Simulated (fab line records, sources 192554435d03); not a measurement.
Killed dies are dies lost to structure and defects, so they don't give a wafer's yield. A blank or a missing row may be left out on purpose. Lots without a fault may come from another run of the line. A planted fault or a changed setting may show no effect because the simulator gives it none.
fab line records | flow n5_finfet
record lots=5 wafers=15 last_day=18
route steps=1938 shown MIM_BOT_LITHO@1856 MIM_BOT_ETCH@1866 PASS1_CAP@1873 TV_LITHO@1875 TV_OPEN@1887
lots that met no fault: from a run of the same line without faults
start_h: hours from the record's first day to the start of the lot's first wafer shown | wait_h: hours since the lot's step before | " the same as in the row above | L1.1+2: a row that stands for several wafers | - no value, or no start given | * or withheld: withheld | < > ~ a bound
route shown NAME@n: a module of which the file shows steps, and the number in the route of the first | usual: mean/standard deviation of fault-free wafers | same: alike in all rows | chamber/n: place in a boat | sites: the reading at each site | _std_site: their standard deviation | _edge_site: outer sites' mean less inner sites' | radius_mm: how far each site lies from the wafer's centre | mask NAME#n: copy n | behind: the tool/chamber that last shaped the wafer | hold: why the lot was held/for how many hours/how that ended | device: the transistor (n, p or np) that didn't switch | end of line: the same wafers' tests at the end of the route | a step without rows: its recipe alone | killed: dies lost to structure and defects at the first sort, not the wafer's yield | map: a wafer's dies, x killed, . not, _ none there
set.NAME: the setting as run; set.NAME@STEP: as run at that earlier step | model.NAME: the simulator's own value behind a step, which no gauge read
lots at some steps of the route; a table a step, a row a wafer
services: from which hour (start_h, from the record's first day; less than 0 if before it) a tool's chamber was out of use, for how many hours, and why
## steps
# step N5_MIM_BOT_LITHO_EBR_04
# recipe solvent=PGMEA ebr_width_mm=1.5
# columns lot.wafer tool chamber start_h wait_h
L074.1+2+4 litho_track-01 0 - -
L076.2+3+5 litho_track-01 0 - -
L085.1+2+3 litho_track-01 0 - -
L095.1+2+4 litho_track-01 0 - -
L097.1+3+6 litho_track-01 0 - -
# step N5_MIM_BOT_LITHO_SOFTBAKE_03
# recipe temp_c=100 time_s=90
# columns lot.wafer tool chamber start_h wait_h
L074.1+2+4 litho_track-01 0 - -
L076.2+3+5 litho_track-01 0 - -
L085.1+2+3 litho_track-01 0 - -
L095.1+2+4 litho_track-01 0 - -
L097.1+3+6 litho_track-01 0 - -
# step N5_MIM_BOT_LITHO_EXPOSE_05
# recipe mask_id=MIM_BOT na=0.55 source_shape=conventional sigma_outer=0.8 polarization=unpolarized dose_mj=24.25
# usual reticle_temp_C=22.98/0.1
# columns lot.wafer tool chamber start_h wait_h mask reticle_temp_C
L074.1 krf_scanner-01 0 252.13 - MIM_BOT#0 23.14
L074.2 " 0 " " MIM_BOT#0 23.09
L074.4 " 0 " " MIM_BOT#0 23.15
L076.2 krf_scanner-01 0 252.46 - MIM_BOT#0 23.13
L076.3 " 0 " " MIM_BOT#0 23.20
L076.5 " 0 " " MIM_BOT#0 23.09
L085.1 krf_scanner-02 0 342.92 - MIM_BOT#0 23.01
L085.2 " 0 " " MIM_BOT#0 23.03
L085.3 " 0 " " MIM_BOT#0 23.05
L095.1 krf_scanner-02 0 396.30 - MIM_BOT#0 23.03
L095.2 " 0 " " MIM_BOT#0 23.12
L095.4 " 0 " " MIM_BOT#0 23.03
L097.1 krf_scanner-01 0 411.60 - MIM_BOT#0 23.07
L097.3 " 0 " " MIM_BOT#0 23.07
L097.6 " 0 " " MIM_BOT#0 23.00
# step N5_MIM_BOT_LITHO_PEB_06
# recipe peb_temp_c=withheld peb_time_s=*
# columns lot.wafer tool chamber start_h wait_h
L074.1+2+4 litho_track-05 0 252.19 0.1
L076.2+3+5 litho_track-01 0 252.51 0.0
L085.1+2+3 litho_track-01 0 342.98 0.1
L095.1+2+4 litho_track-01 0 396.36 0.1
L097.1+3+6 litho_track-01 0 411.66 0.1
# step N5_MIM_BOT_LITHO_DEVELOP_07
# recipe develop_time_s=60 rinse_liquid=diw dry=air_spin dev_temp_c=21
# same develop_time_s=60
# columns lot.wafer tool chamber start_h wait_h
L074.1+2+4 litho_track-05 0 - -
L076.2+3+5 litho_track-01 0 - -
L085.1+2+3 litho_track-01 0 - -
L095.1+2+4 litho_track-01 0 - -
L097.1+3+6 litho_track-01 0 - -
# step N5_MIM_BOT_LITHO_HARDBAKE_09
# recipe temp_c=130 time_s=120
# columns lot.wafer tool chamber start_h wait_h
L074.1+2+4 litho_track-05 0 - -
L076.2+3+5 litho_track-01 0 - -
L085.1+2+3 litho_track-01 0 - -
L095.1+2+4 litho_track-01 0 - -
L097.1+3+6 litho_track-01 0 - -
# step N5_MIM_BOT_LITHO_CD_MEAS_08
# recipe target_cd_nm=3000 landing_energy_ev=500 detector=se_inlens polarity=opening
# usual cd_nm=3000.3/2.3
# columns lot.wafer tool chamber start_h wait_h cd_nm
L074.1 cd_sem-02 0 252.30 - 2999.6
L074.2 " 0 " " 3001.2
L074.4 " 0 " " 3001.3
L076.2 cd_sem-03 0 252.63 - 3001.5
L076.3 " 0 " " 2999.7
L076.5 " 0 " " 3002.3
L085.1 cd_sem-03 0 343.10 - 3000.5
L085.2 " 0 " " 3002.5
L085.3 " 0 " " 2998.5
L095.1 cd_sem-02 0 396.47 - 2999.7
L095.2 " 0 " " 2996.4
L095.4 " 0 " " 2999.2
L097.1 cd_sem-03 0 411.78 - 2997.6
L097.3 " 0 " " 2998.1
L097.6 " 0 " " 2998.9
# step N5_MIM_BOT_LITHO_OVL_MEAS_11
# recipe points_per_wafer=44
# usual MIM_BOT_OVL=-2/4.4
# columns lot.wafer tool chamber start_h wait_h MIM_BOT_OVL[nm]
L074.1 overlay-02 0 252.34 0.0 -7
L074.2 " 0 " " 3
L074.4 " 0 " " -5
L076.2 overlay-02 0 252.66 0.0 -4
L076.3 " 0 " " 0
L076.5 " 0 " " -5
L085.1 overlay-01 0 343.13 0.0 4
L085.2 " 0 " " -1
L085.3 " 0 " " 3
L095.1 overlay-02 0 396.50 0.0 -2
L095.2 " 0 " " -14
L095.4 " 0 " " -9
L097.1 overlay-02 0 411.81 0.0 -2
L097.3 " 0 " " -5
L097.6 " 0 " " 0
# step N5_MIM_BOT_LITHO_INSPECT_12
# recipe mode=adi inspect_instrument=macro
# usual raw_defect_count=2.0/1.5
# columns lot.wafer tool chamber start_h wait_h raw_defect_count
L074.1 defect_inspect-02 - 252.36 0.0 3
L074.2 " - " " 3
L074.4 " - " " 2
L076.2 defect_inspect-02 - 252.68 0.0 1
L076.3 " - " " 3
L076.5 " - " " 3
L085.1 defect_inspect-01 - 343.15 0.0 2
L085.2 " - " " 4
L085.3 " - " " 0
L095.1 defect_inspect-02 - 396.53 0.0 6
L095.2 " - " " 2
L095.4 " - " " 2
L097.1 defect_inspect-02 - 411.83 0.0 2
L097.3 " - " " 0
L097.6 " - " " 0
# step N5_MIM_BOT_LITHO_DESCUM_10
# recipe chemistry=O2 time_s=7.9 source_power_w=50 bias_power_w=20 pressure_mtorr=20 rf_frequency_hz=2.712e+07 temp_c=40 o2_flow_sccm=225
# usual chamber_pressure_mTorr=20.000/0.016 drypump_motor_current_A=5.7/0.4 oes_product_au=0.83/0.084 rf_vpp_V=243.0/1.5 showerhead_plenum_p_Torr=2.09/0.095 throttle_valve_pct=20.24/0.2
# columns lot.wafer tool chamber start_h wait_h chamber_pressure_mTorr drypump_motor_current_A oes_product_au rf_hours_counter_h rf_vpp_V showerhead_plenum_p_Torr throttle_valve_pct
L074.1 rie_diel-02 3 252.39 0.0 19.989 6.6 0.66 233 243.6 2.07 20.26
L074.2 " 0 " " 19.987 6.1 0.65 241 240.3 1.99 20.43
L074.4 " 1 " " 20.007 5.9 0.87 38 243.6 2.17 20.34
L076.2 rie_diel-02 0 252.72 0.0 19.991 6.1 0.66 241 241.9 1.99 20.46
L076.3 " 2 " " 20.003 5.6 0.94 8 243.0 2.04 20.13
L076.5 " 2 " " 20.026 5.6 0.93 - 242.7 2.04 20.14
L085.1 rie_diel-05 2 343.19 0.0 20.029 5.5 0.71 224 241.5 1.89 20.33
L085.2 " 1 " " 20.016 6.1 0.72 209 243.9 2.15 20.54
L085.3 " 3 " " 19.992 5.5 0.84 67 242.0 2.00 20.35
L095.1 rie_diel-04 0 396.56 0.0 20.000 5.5 0.77 140 245.5 2.19 20.60
L095.2 " 2 " " 19.991 5.3 0.84 61 242.6 2.01 20.22
L095.4 " 1 " " 19.988 5.5 0.87 31 244.0 2.15 20.09
L097.1 rie_diel-04 0 411.89 0.1 19.981 5.6 0.77 145 243.5 2.19 20.63
L097.3 " 3 " " 19.993 6.0 0.82 93 242.7 2.02 20.08
L097.6 " 3 " " 20.008 6.0 0.82 - 241.8 2.02 20.05
# step N5_MIM_BOT_ETCH_ETCH_04
# recipe chemistry=CF4/O2 target=SiNx target_depth_a=260 time_s=13 ion_energy_ev=100 pressure_mtorr=40 source_w=535 bias_w=49 Ar_flow_sccm=100 cf4_flow_sccm=100 O2_flow_sccm=10
# usual chamber_pressure_mTorr=40.00/0.036 drypump_motor_current_A=5.7/0.4 oes_product_au=0.82/0.089 rf_vpp_V=236/6.9 showerhead_plenum_p_Torr=2.20/0.086 throttle_valve_pct=15.81/0.26
# columns lot.wafer tool chamber start_h wait_h chamber_pressure_mTorr drypump_motor_current_A oes_product_au rf_hours_counter_h rf_vpp_V showerhead_plenum_p_Torr throttle_valve_pct
L074.1 rie_diel-02 3 252.46 0.0 40.02 6.6 0.65 233 231 2.17 15.77
L074.2 " 0 " " 39.98 6.1 0.66 241 228 2.09 15.94
L074.4 " 1 " " 40.04 5.9 0.84 38 245 2.23 15.55
L076.2 rie_diel-02 0 252.78 0.0 40.04 6.1 0.67 241 227 2.09 15.96
L076.3 " 2 " " 39.98 5.6 0.93 8 228 2.17 15.79
L076.5 " 2 " " 40.05 5.6 0.93 - 229 2.17 15.78
L085.1 rie_diel-05 2 343.25 0.0 39.92 5.5 0.68 224 241 2.01 16.00
L085.2 " 1 " " 39.97 6.2 0.70 209 241 2.27 16.19
L085.3 " 3 " " 40.05 5.6 0.87 67 234 2.16 16.18
L095.1 rie_diel-04 0 396.63 0.0 39.96 5.5 0.75 140 243 2.31 16.16
L095.2 " 2 " " 40.01 5.3 0.84 61 233 2.14 15.90
L095.4 " 1 " " 40.00 5.5 0.87 31 236 2.25 15.49
L097.1 rie_diel-04 0 411.96 0.0 40.00 5.6 0.74 145 243 2.31 16.17
L097.3 " 3 " " 40.01 6.0 0.80 93 244 2.15 15.72
L097.6 " 3 " " 40.04 6.1 0.80 - 245 2.15 15.70
# step N5_MIM_BOT_ETCH_ETCH_03
# recipe chemistry=Cl2/BCl3 target_depth_a=120 pressure_mtorr=8 icp_w=800 bias_w=100 Cl2_flow_sccm=20 bcl3_flow_sccm=80
# usual chamber_pressure_mTorr=8.000/0.0073 drypump_motor_current_A=5.7/0.46 oes_product_au=0.77/0.13 throttle_valve_pct=27.69/0.26
# columns lot.wafer tool chamber start_h wait_h chamber_pressure_mTorr drypump_motor_current_A oes_product_au rf_hours_counter_h throttle_valve_pct
L074.1 rie_metal-01 0 252.55 0.1 8.007 6.1 0.71 74 28.12
L074.2 " 1 " " 7.995 5.8 0.67 94 27.45
L074.4 " 0 " " 8.004 6.1 0.71 - 28.11
L076.2 rie_metal-01 1 252.87 0.1 8.009 5.8 0.68 94 27.44
L076.3 " 0 " " 7.996 6.1 0.70 - 28.13
L076.5 " 0 " " 7.992 6.1 0.71 - 28.12
L085.1 rie_metal-02 0 343.34 0.1 7.999 5.1 0.91 5 27.52
L085.2 " 1 " " 8.015 5.8 0.85 17 27.66
L085.3 " 0 " " 8.011 5.1 0.92 - 27.54
L095.1 rie_metal-03 1 396.72 0.1 7.995 5.2 0.66 92 27.69
L095.2 " 0 " " 8.010 6.4 0.96 3 27.47
L095.4 " 0 " " 7.989 6.4 0.95 - 27.49
L097.1 rie_metal-01 1 412.05 0.1 8.008 5.8 0.99 1 27.23
L097.3 " 1 " " 8.002 5.7 0.99 - 27.24
L097.6 " 0 " " 7.997 6.1 0.67 - 28.16
# step N5_MIM_BOT_ETCH_ETCH_00
# recipe chemistry=Cl2/BCl3 target=TiN target_depth_a=455 ion_energy_ev=150 pressure_mtorr=10 icp_w=1000 bias_w=126 Cl2_flow_sccm=53.25 bcl3_flow_sccm=21.75 Ar_flow_sccm=25
# usual chamber_pressure_mTorr=10.000/0.0087 drypump_motor_current_A=5.7/0.46 oes_product_au=0.77/0.13 throttle_valve_pct=22.09/0.19
# columns lot.wafer tool chamber start_h wait_h chamber_pressure_mTorr drypump_motor_current_A oes_product_au rf_hours_counter_h throttle_valve_pct
L074.1 rie_metal-01 0 252.64 0.1 9.991 6.1 0.71 74 22.37
L074.2 " 1 " " 9.999 5.8 0.67 94 21.99
L074.4 " 0 " " 9.988 6.1 0.71 - 22.38
L076.2 rie_metal-01 1 252.96 0.1 10.009 5.8 0.67 94 21.98
L076.3 " 0 " " 10.012 6.1 0.71 - 22.38
L076.5 " 0 " " 10.009 6.1 0.71 - 22.37
L085.1 rie_metal-02 0 343.43 0.1 9.995 5.1 0.92 5 21.95
L085.2 " 1 " " 10.002 5.9 0.86 17 22.09
L085.3 " 0 " " 9.999 5.1 0.92 - 21.93
L095.1 rie_metal-03 1 396.81 0.1 10.002 5.2 0.66 92 22.15
L095.2 " 0 " " 9.998 6.4 0.95 3 21.79
L095.4 " 0 " " 10.004 6.4 0.95 - 21.81
L097.1 rie_metal-01 1 412.14 0.1 9.997 5.8 0.97 2 21.74
L097.3 " 1 " " 9.990 5.8 0.97 - 21.74
L097.6 " 0 " " 10.002 6.1 0.67 - 22.42
# step N5_MIM_BOT_ETCH_STRIP_01
# recipe chemistry=O2 power_w=600 temp_c=60 pressure_mtorr=30 rf_frequency_hz=6e+07 bias_power_w=0 overash_fraction=0.5 o2_flow_sccm=225
# usual chamber_pressure_mTorr=30.00/0.083 drypump_motor_current_A=5.7/0.35 oes_product_au=0.84/0.073 rf_vpp_V=3.7/1.4 showerhead_plenum_p_Torr=2.10/0.096 throttle_valve_pct=16.48/0.2
# columns lot.wafer tool chamber start_h wait_h chamber_pressure_mTorr drypump_motor_current_A oes_product_au rf_hours_counter_h rf_vpp_V showerhead_plenum_p_Torr throttle_valve_pct
L074.1 rie_diel-04 2 252.78 0.1 30.03 5.3 1.01 0 3.8 2.04 16.35
L074.2 " 1 " " 30.10 5.4 0.67 229 2.5 2.17 16.60
L074.4 " 3 " " 29.91 6.0 0.89 43 3.9 2.04 16.22
L076.2 rie_diel-02 1 253.10 0.1 30.02 5.9 0.90 38 3.5 2.17 16.47
L076.3 " 0 " " 30.05 6.1 0.67 241 4.3 2.00 16.71
L076.5 " 1 " " 29.87 5.9 0.87 - 3.2 2.17 16.46
L085.1 rie_diel-04 3 343.57 0.1 30.12 6.0 0.85 72 4.2 2.03 16.30
L085.2 " 1 " " 29.98 5.4 0.93 9 3.5 2.16 16.20
L085.3 " 0 " " 29.94 5.5 0.81 119 3.5 2.21 16.78
L095.1 rie_diel-04 2 396.95 0.1 30.08 5.3 0.83 61 4.5 2.02 16.48
L095.2 " 0 " " 30.05 5.6 0.77 140 2.5 2.20 16.81
L095.4 " 3 " " 29.99 6.0 0.84 87 1.5 2.02 16.31
L097.1 rie_diel-05 2 412.28 0.1 30.15 5.4 0.69 249 4.2 1.88 16.68
L097.3 " 0 " " 29.89 5.1 0.82 85 4.9 2.12 16.28
L097.6 " 3 " " 30.06 5.5 0.82 - 2.5 2.00 16.67
# step N5_MIM_BOT_ETCH_STRIP_02
# recipe chemistry=post_etch_residue_remover time_s=1200 temp_c=72.5
# columns lot.wafer tool chamber start_h wait_h
L074.1+2+4 wet_bench-03 0,7,6 252.85 -
L076.2+3+5 wet_bench-04 2,7,1 253.17 -
L085.1+2+3 wet_bench-03 5,1,7 343.64 -
L095.1+2+4 wet_bench-04 7,0,4 397.02 -
L097.1+3+6 wet_bench-04 6,0,2 412.34 -
# step N5_MIM_BOT_ETCH_CLEAN_05
# recipe chemistry=IPA time_s=180 temp_c=25
# columns lot.wafer tool chamber start_h wait_h
L074.1+2+4 wet_bench-03 0,7,6 253.18 0.0
L076.2+3+5 wet_bench-04 2,7,1 253.53 0.0
L085.1+2+3 wet_bench-03 5,1,7 344.00 0.0
L095.1+2+4 wet_bench-04 7,0,4 397.35 0.0
L097.1+3+6 wet_bench-04 6,0,2 412.68 0.0
# step N5_MIM_BOT_ETCH_SRD_06
# recipe dry=ipa_marangoni time_s=30 temp_c=23 rinse_liquid=diw
# columns lot.wafer tool chamber start_h wait_h
L074.1+2+4 wet_bench-03 0,7,6 253.23 0.0
L076.2+3+5 wet_bench-04 2,7,1 253.58 0.0
L085.1+2+3 wet_bench-03 5,1,7 344.06 0.0
L095.1+2+4 wet_bench-04 7,0,4 397.40 0.0
L097.1+3+6 wet_bench-04 6,0,2 412.73 0.0
# step N5_PASSIVATION_PECVD_55
# recipe material=SiO2 target_thk_a=4000 temp_c=400 precursor=SiH4/N2O pressure_torr=2.7 rf_w=608 time_s=22.5
# usual heater_power_w=710/100 showerhead_plenum_p_Torr=8.21/0.073 throttle_valve_pct=52/3.1
# columns lot.wafer tool chamber start_h wait_h heater_power_w showerhead_plenum_p_Torr since_wet_clean_h throttle_valve_pct
L074.1 pecvd-04 1 253.28 0.0 875 8.10 2045 54
L074.2 " 0 " " 704 8.30 1320 57
L074.4 " 0 " " 714 8.27 - 57
L076.2 pecvd-04 1 253.63 0.0 891 8.08 2045 54
L076.3 " 1 " " 714 8.10 - 54
L076.5 " 1 " " 755 8.11 - 54
L085.1 pecvd-04 1 344.11 0.0 731 8.10 2135 54
L085.2 " 0 " " 638 8.29 1410 56
L085.3 " 2 " " 639 8.22 65 49
L095.1 pecvd-03 0 397.46 0.0 638 8.31 920 54
L095.2 " 2 " " 718 8.24 166 47
L095.4 " 1 " " 642 8.10 - 50
L097.1 pecvd-01 1 412.78 0.0 787 8.24 2023 53
L097.3 " 2 " " 594 8.21 544 49
L097.6 " 0 " " 900 8.15 - 50
# step N5_PASSIVATION_PECVD_01
# recipe material=SiNx target_thk_a=2000 temp_c=400 precursor=SiH4/NH3/N2 pressure_torr=4.9 rf_w=1406 time_s=43.2
# usual heater_power_w=450/110 showerhead_plenum_p_Torr=8.70/0.05 throttle_valve_pct=29.2/1.7
# columns lot.wafer tool chamber start_h wait_h heater_power_w showerhead_plenum_p_Torr since_wet_clean_h throttle_valve_pct
L074.1 pecvd-04 1 253.33 0.0 557 8.62 2045 30.7
L074.2 " 0 " " 446 8.76 1320 31.7
L074.4 " 0 " " 446 8.76 - 32.0
L076.2 pecvd-04 1 253.69 0.0 513 8.63 2045 30.4
L076.3 " 1 " " 521 8.63 - 30.6
L076.5 " 1 " " 542 8.61 - 30.6
L085.1 pecvd-04 1 344.14 0.0 591 8.64 2136 30.6
L085.2 " 0 " " 420 8.76 1411 31.8
L085.3 " 2 " " 360 8.71 66 27.9
L095.1 pecvd-03 0 397.49 0.0 435 8.78 920 29.9
L095.2 " 2 " " 432 8.75 166 26.5
L095.4 " 1 " " 388 8.66 - 28.3
L097.1 pecvd-01 1 412.81 0.0 412 8.70 2023 30.1
L097.3 " 2 " " 303 8.75 544 27.9
L097.6 " 0 " " 621 8.67 - 28.1
# step N5_PASSIVATION_HMDS_03
# recipe time_s=60 temp_c=120
# columns lot.wafer tool chamber start_h wait_h
L074.1+2+4 litho_track-01 0 255.66 2.3
L076.2+3+5 litho_track-03 0 255.67 2.0
L085.1+2+3 litho_track-01 0 347.19 3.0
L095.1+2+4 litho_track-04 0 399.27 1.8
L097.1+3+6 litho_track-01 0 412.89 0.1
# step N5_PASSIVATION_COAT_04
# recipe spin_rpm=* resist_thk_nm=*
# columns lot.wafer tool chamber start_h wait_h
L074.1+2+4 litho_track-01 0 - -
L076.2+3+5 litho_track-03 0 - -
L085.1+2+3 litho_track-01 0 - -
L095.1+2+4 litho_track-04 0 - -
L097.1+3+6 litho_track-01 0 - -
# step N5_PASSIVATION_EBR_06
# recipe solvent=PGMEA ebr_width_mm=1.5
# columns lot.wafer tool chamber start_h wait_h
L074.1+2+4 litho_track-01 0 - -
L076.2+3+5 litho_track-03 0 - -
L085.1+2+3 litho_track-01 0 - -
L095.1+2+4 litho_track-04 0 - -
L097.1+3+6 litho_track-01 0 - -
# step N5_PASSIVATION_SOFTBAKE_05
# recipe temp_c=100 time_s=90
# columns lot.wafer tool chamber start_h wait_h
L074.1+2+4 litho_track-01 0 - -
L076.2+3+5 litho_track-03 0 - -
L085.1+2+3 litho_track-01 0 - -
L095.1+2+4 litho_track-04 0 - -
L097.1+3+6 litho_track-01 0 - -
# step N5_PASSIVATION_EXPOSE_07
# recipe mask_id=TV na=0.55 source_shape=conventional sigma_outer=0.8 polarization=unpolarized defocus_nm=0 target_cd_nm=3000 dose_mj=22.75
# usual reticle_temp_C=23.00/0.11
# columns lot.wafer tool chamber start_h wait_h mask reticle_temp_C
L074.1 krf_scanner-01 0 255.90 - TV#0 23.11
L074.2 " 0 " " TV#0 23.12
L074.4 " 0 " " TV#0 23.20
L076.2 krf_scanner-02 0 256.07 - TV#0 23.01
L076.3 " 0 " " TV#0 23.12
L076.5 " 0 " " TV#0 23.04
L085.1 krf_scanner-02 0 347.42 - TV#0 22.94
L085.2 " 0 " " TV#0 22.92
L085.3 " 0 " " TV#0 23.06
L095.1 krf_scanner-02 0 399.50 - TV#0 23.01
L095.2 " 0 " " TV#0 23.11
L095.4 " 0 " " TV#0 23.05
L097.1 krf_scanner-02 0 413.12 - TV#0 23.14
L097.3 " 0 " " TV#0 23.15
L097.6 " 0 " " TV#0 23.00
# step N5_PASSIVATION_PEB_08
# recipe peb_temp_c=withheld peb_time_s=*
# columns lot.wafer tool chamber start_h wait_h
L074.1+2+4 litho_track-03 0 255.96 0.1
L076.2+3+5 litho_track-03 0 256.12 0.0
L085.1+2+3 litho_track-04 0 347.48 0.1
L095.1+2+4 litho_track-01 0 399.56 0.1
L097.1+3+6 litho_track-03 0 413.18 0.1
# step N5_PASSIVATION_DEVELOP_09
# recipe develop_time_s=60 rinse_liquid=diw dry=air_spin dev_temp_c=21
# same develop_time_s=60
# columns lot.wafer tool chamber start_h wait_h
L074.1+2+4 litho_track-03 0 - -
L076.2+3+5 litho_track-03 0 - -
L085.1+2+3 litho_track-04 0 - -
L095.1+2+4 litho_track-01 0 - -
L097.1+3+6 litho_track-03 0 - -
# step N5_PASSIVATION_HARDBAKE_11
# recipe temp_c=130 time_s=120
# columns lot.wafer tool chamber start_h wait_h
L074.1+2+4 litho_track-03 0 - -
L076.2+3+5 litho_track-03 0 - -
L085.1+2+3 litho_track-04 0 - -
L095.1+2+4 litho_track-01 0 - -
L097.1+3+6 litho_track-03 0 - -
# step N5_PASSIVATION_CD_MEAS_10
# recipe target_cd_nm=3000 landing_energy_ev=500 detector=se_inlens
# usual cd_nm=2998.3/2.7
# columns lot.wafer tool chamber start_h wait_h cd_nm
L074.1 cd_sem-01 0 256.07 - 3000.1
L074.2 " 0 " " 2994.2
L074.4 " 0 " " 2996.9
L076.2 cd_sem-01 0 256.24 - 2993.6
L076.3 " 0 " " 2994.7
L076.5 " 0 " " 2995.5
L085.1 cd_sem-02 0 347.60 - 3003.7
L085.2 " 0 " " 2998.3
L085.3 " 0 " " 2997.8
L095.1 cd_sem-03 0 399.68 - 2997.4
L095.2 " 0 " " 2993.7
L095.4 " 0 " " 3002.4
L097.1 cd_sem-02 0 413.30 - 3002.3
L097.3 " 0 " " 2996.0
L097.6 " 0 " " 2997.7
# step N5_PASSIVATION_OVL_MEAS_60
# recipe points_per_wafer=44
# usual TV_OVL=2/5.6
# columns lot.wafer tool chamber start_h wait_h TV_OVL[nm]
L074.1 overlay-02 0 256.10 0.0 9
L074.2 " 0 " " 11
L074.4 " 0 " " -1
L076.2 overlay-02 0 256.27 0.0 -1
L076.3 " 0 " " 9
L076.5 " 0 " " 5
L085.1 overlay-01 0 347.63 0.0 2
L085.2 " 0 " " 4
L085.3 " 0 " " -2
L095.1 overlay-01 0 399.71 0.0 -2
L095.2 " 0 " " 5
L095.4 " 0 " " 1
L097.1 overlay-01 0 413.33 0.0 -3
L097.3 " 0 " " -2
L097.6 " 0 " " -13
# step N5_PASSIVATION_INSPECT_61
# recipe mode=adi inspect_instrument=macro
# usual raw_defect_count=2.1/1.4
# columns lot.wafer tool chamber start_h wait_h raw_defect_count
L074.1 defect_inspect-01 - 256.13 0.0 1
L074.2 " - " " 1
L074.4 " - " " 2
L076.2 defect_inspect-01 - 256.29 0.0 0
L076.3 " - " " 2
L076.5 " - " " 1
L085.1 defect_inspect-01 - 347.65 0.0 2
L085.2 " - " " 3
L085.3 " - " " 2
L095.1 defect_inspect-02 - 399.73 0.0 1
L095.2 " - " " 2
L095.4 " - " " 5
L097.1 defect_inspect-02 - 413.35 0.0 1
L097.3 " - " " 1
L097.6 " - " " 2
# step N5_PASSIVATION_DESCUM_12
# recipe chemistry=O2 time_s=7.9 source_power_w=50 bias_power_w=20 pressure_mtorr=20 rf_frequency_hz=2.712e+07 temp_c=40 o2_flow_sccm=225
# usual chamber_pressure_mTorr=20.001/0.018 drypump_motor_current_A=5.9/0.46 oes_product_au=0.78/0.095 rf_vpp_V=243.0/1.6 showerhead_plenum_p_Torr=2.07/0.088 throttle_valve_pct=20.4/0.33
# columns lot.wafer tool chamber start_h wait_h chamber_pressure_mTorr drypump_motor_current_A oes_product_au rf_hours_counter_h rf_vpp_V showerhead_plenum_p_Torr throttle_valve_pct
L074.1 rie_diel-03 0 256.16 0.0 20.035 5.8 0.74 180 244.7 2.17 20.9
L074.2 " 1 " " 19.992 6.8 0.67 221 240.6 1.99 20.9
L074.4 " 2 " " 19.964 6.2 0.68 226 245.2 2.12 20.4
L076.2 rie_diel-01 2 256.32 0.0 19.989 5.4 0.71 209 243.4 2.19 20.7
L076.3 " 3 " " 20.026 5.4 0.75 158 243.6 2.08 20.8
L076.5 " 3 " " 19.984 5.4 0.76 - 242.5 2.08 20.8
L085.1 rie_diel-03 2 348.02 0.4 19.996 6.2 0.66 250 242.9 2.11 20.4
L085.2 " 0 " " 20.028 5.8 0.72 206 244.1 2.16 20.9
L085.3 " 3 " " 19.949 5.8 0.74 161 242.8 1.98 20.0
L095.1 rie_diel-01 1 400.07 0.3 20.005 5.5 0.84 62 242.9 2.10 20.3
L095.2 " 3 " " 19.970 5.4 0.72 207 243.2 2.07 20.9
L095.4 " 3 " " 19.979 5.4 0.71 - 242.2 2.07 20.8
L097.1 rie_diel-06 2 413.54 0.2 20.012 5.7 0.88 51 241.9 2.03 20.7
L097.3 " 1 " " 20.003 6.5 0.79 106 244.5 2.17 20.3
L097.6 " 0 " " 19.991 6.5 0.98 - 246.0 2.24 19.8
# step N5_PASSIVATION_PASS_ETCH_74
# recipe chemistry=CF4/O2 target=SiNx target_depth_a=2200 time_s=110 ion_energy_ev=100 pressure_mtorr=40 source_w=535 bias_w=49 Ar_flow_sccm=100 cf4_flow_sccm=100 O2_flow_sccm=10
# usual chamber_pressure_mTorr=40.00/0.037 drypump_motor_current_A=5.9/0.46 oes_product_au=0.78/0.095 rf_vpp_V=239/7.7 showerhead_plenum_p_Torr=2.19/0.088 throttle_valve_pct=16.08/0.28
# columns lot.wafer tool chamber start_h wait_h chamber_pressure_mTorr drypump_motor_current_A oes_product_au rf_hours_counter_h rf_vpp_V showerhead_plenum_p_Torr throttle_valve_pct
L074.1 rie_diel-03 0 256.23 0.0 39.98 5.8 0.73 180 246 2.28 16.34
L074.2 " 1 " " 39.99 6.8 0.69 221 237 2.10 16.38
L074.4 " 2 " " 40.05 6.2 0.66 226 259 2.28 16.35
L076.2 rie_diel-01 2 256.39 0.0 40.02 5.4 0.71 209 245 2.27 16.14
L076.3 " 3 " " 40.06 5.4 0.74 158 240 2.22 16.42
L076.5 " 3 " " 40.03 5.4 0.74 - 239 2.22 16.43
L085.1 rie_diel-03 2 348.08 0.0 40.09 6.2 0.64 250 259 2.27 16.41
L085.2 " 0 " " 40.08 5.8 0.70 206 247 2.27 16.38
L085.3 " 3 " " 39.99 5.8 0.74 161 237 2.11 15.74
L095.1 rie_diel-01 1 400.14 0.0 40.04 5.5 0.83 62 237 2.24 16.08
L095.2 " 3 " " 40.02 5.4 0.71 207 239 2.20 16.52
L095.4 " 3 " " 39.92 5.4 0.70 - 240 2.20 16.52
L097.1 rie_diel-06 2 413.60 0.0 39.99 5.6 0.88 51 243 2.14 16.15
L097.3 " 1 " " 40.02 6.5 0.78 106 243 2.30 15.99
L097.6 " 0 " " 39.99 6.5 1.00 - 235 2.34 15.33
## services
# columns tool chamber start_h hours kind
rie_diel-02 3 230.91 5.1 repair
krf_scanner-02 - 254.55 0.4 repair
krf_scanner-02 - 265.45 2.7 repair
krf_scanner-01 - 275.63 1.0 pm
pecvd-04 - 285.18 6.0 pm
rie_diel-05 - 291.28 14.6 pm
rie_diel-01 1 293.98 4.3 repair
rie_diel-03 - 297.78 2.8 pm
rie_diel-04 3 317.19 18.4 repair
krf_scanner-02 - 326.83 0.8 pm
rie_diel-02 2 328.01 2.4 repair
rie_diel-01 - 333.66 2.8 pm
krf_scanner-02 - 338.83 0.4 repair
krf_scanner-01 - 346.93 1.9 repair
rie_diel-04 3 352.07 12.2 repair
krf_scanner-01 - 355.21 0.8 pm
krf_scanner-01 - 357.44 1.3 pm
krf_scanner-02 - 374.84 1.0 pm
rie_metal-01 - 375.36 0.3 repair
krf_scanner-02 - 376.73 2.3 repair
krf_scanner-02 - 379.91 1.3 pm
rie_diel-01 1 388.45 10.8 repair
rie_metal-01 1 402.25 5.8 repair
rie_diel-04 2 402.76 9.1 repair
## key
fault none
